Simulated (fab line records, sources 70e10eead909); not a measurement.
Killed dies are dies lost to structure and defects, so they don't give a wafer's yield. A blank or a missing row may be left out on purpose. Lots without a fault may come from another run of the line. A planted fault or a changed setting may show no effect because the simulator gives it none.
A struck lot beside a sound one | flow nand_harc | 36 steps out of a route of 1302
Sound: wafers L468.1, L468.5, L468.6. Struck: wafer L478.6. (L478.1, L478.5 of the same lot were not struck and are left out.) The cause comes at the end.
At each step with rows: each side's tool, then ch and its chambers, then its first start. Under that, the readings that differ: sound wafers | struck wafers | difference of the means | sigmas: that difference in standard deviations of wafers without a fault.
alike: readings whose means differ by less than 2 such deviations, and words and numbers that are the same on both sides. not compared: withheld readings, readings that some wafer has no value for, bounds like >300 that may hide the same value, and numbers for which the record gives no deviation and whose values overlap.
The two part at a step that has a row with sigmas, a row that says differs or no value, or rows on one side only. Numbers that don't overlap but have no deviation are shown without sigmas and don't part them. A reading that every wafer of one side lacks parts them only if that side has two wafers or more.

first, 2 steps without rows for these wafers: NHARC_A_SLIT_PRECLEAN_19 (cleans in SC1); NHARC_A_SLIT_SRD_20.
NHARC_A_SLIT_CD_MEAS_21:
  sound on cd_sem-03, day 20 16:40; struck on cd_sem-01, day 25 01:25
  alike: cd_nm
then, 3 steps without rows for these wafers: NHARC_A_SIN_REMOVE_WET_00 (chemistry H3PO4, time 15300 s); NHARC_A_SIN_REMOVE_PRECLEAN_01 (cleans in SC1); NHARC_A_SIN_REMOVE_SRD_02.
NHARC_A_SIN_REMOVE_INSPECT_04:
  sound on defect_inspect-02, day 20 23:08; struck on defect_inspect-02, day 25 08:00
  alike: raw_defect_count
then, 3 steps without rows for these wafers: NHARC_A_WL_FILL_ALD_00 (deposits Al2O3, target thk 3 nm, pulse time 3 s, ald cycles 30); NHARC_A_WL_FILL_RTA_01 (time 5 s); NHARC_A_WL_FILL_ALD_02 (deposits TiN, target thk 2 nm, pulse time 3 s, ald cycles 100).
NHARC_A_WL_FILL_CVD_03: deposits W, target thk 40 nm, time 279 s.
  sound on cvd_w-01 ch 0,1, day 21 00:06; struck on cvd_w-01 ch 0, day 25 09:58
  alike: heater_power_w, throttle_valve_pct
then, 1 step without rows for these wafers: NHARC_A_WL_FILL_ETCHBACK_04 (etches the open film in NF3, target depth 60 nm, time 120 s).
NHARC_A_WL_FILL_ETCHBACK_05: etches the open film in Cl2/BCl3, target depth 22 nm, time 60 s.
  sound on rie_metal-02 ch 0,1, day 21 00:43; struck on rie_metal-03 ch 1, day 25 10:35
  alike: drypump_motor_current_A, oes_product_au
  not compared: rf_hours_counter_h
then, 7 steps without rows for these wafers: NHARC_A_WL_FILL_STRIP_27 (strips in N2/H2, time 20 s); NHARC_A_WL_FILL_STRIP_28 (strips in post etch residue remover, time 1200 s); NHARC_A_WL_FILL_PRECLEAN_06 (cleans in DIW, time 300 s); NHARC_A_WL_FILL_SRD_07; NHARC_A_WL_FILL_ANNEAL_08 (time 1800 s); NHARC_A_WL_FILL_ALD_10 (deposits SiO2, target thk 50 nm, pulse time 10 s, ald cycles 500); NHARC_A_WL_FILL_ETCHBACK_16 (etches the open film in C4F8/O2/Ar, target depth 120 nm, time 24 s).
NHARC_A_WL_FILL_STRIP_29: strips in O2, time 20 s.
  sound on rie_diel-13 ch 0,3, day 21 11:14; struck on rie_diel-02 ch 3, day 25 21:52
  reading                     | sound       | struck | difference | sigmas
  drypump_motor_current_A (A) | 6.5 6.3 6.5 | 5.0    | -1.4       | -3
  alike: oes_product_au, rf_vpp_V, showerhead_plenum_p_Torr, throttle_valve_pct
  not compared: rf_hours_counter_h
NHARC_A_WL_FILL_ETCHBACK_17: etches the open film in Cl2/BCl3, target depth 4 nm, time 26.7 s.
  sound on rie_metal-03 ch 0,1, day 21 11:20; struck on rie_metal-02 ch 1, day 25 21:58
  reading               | sound             | struck | difference | sigmas
  oes_product_au (a.u.) | 0.995 1.011 1.001 | 0.989  | -0.013     | -2
  alike: drypump_motor_current_A
  not compared: rf_hours_counter_h
then, 7 steps without rows for these wafers: NHARC_A_WL_FILL_PRECLEAN_18 (cleans in dHF, time 30 s); NHARC_A_WL_FILL_SRD_21; NHARC_A_WL_FILL_CVD_23 (deposits poly-Si, target thk 40 nm, time 800 s); NHARC_A_WL_FILL_ETCHBACK_26 (etches the open film in HBr, target depth 52 nm, time 13.3 s); NHARC_A_WL_FILL_PRECLEAN_30 (cleans in dHF, time 10 s); NHARC_A_WL_FILL_SRD_14; NHARC_A_WL_FILL_ALD_19 (deposits TiN, target thk 2 nm, pulse time 3 s, ald cycles 100).
NHARC_A_WL_FILL_CVD_20: deposits W, target thk 100 nm, time 74 s.
  sound on cvd_w-02 ch 0,1; struck on cvd_w-01 ch 1
  alike: heater_power_w, throttle_valve_pct
then, 2 steps without rows for these wafers: NHARC_A_WL_FILL_CMP_12 (polishes, t overpolish 30 s, target thk 100 nm); NHARC_A_WL_FILL_SRD_31.
NHARC_A_WL_FILL_INSPECT_15:
  sound on defect_inspect-01, day 21 17:41; struck on defect_inspect-01, day 26 04:10
  alike: raw_defect_count
then, 1 step without rows for these wafers: NHARC_A_CONTACT_DEP_24 (deposits SiO2, target thk 500 nm).
NHARC_A_CONTACT_DEP_28: deposits aC, target thk 7000 nm.
  the record has rows for the sound wafers here (acl_dep-02 ch 0, day 21 18:22) and none for the struck ones
-- the record jumps here: 3 days lie between the struck wafers' starts before and after (it left off in module A_CONTACT and takes up again in module END, whose first step shown is number 1302 of the route) --
NHARC_END_SORT_01:
  the record has rows for the struck wafers here (prober-02 ch 0, day 29 13:17) and none for the sound ones

WHERE THEY PART
First at NHARC_A_WL_FILL_STRIP_29; last, within this record, at NHARC_END_SORT_01.

WHY: what the simulator had put in
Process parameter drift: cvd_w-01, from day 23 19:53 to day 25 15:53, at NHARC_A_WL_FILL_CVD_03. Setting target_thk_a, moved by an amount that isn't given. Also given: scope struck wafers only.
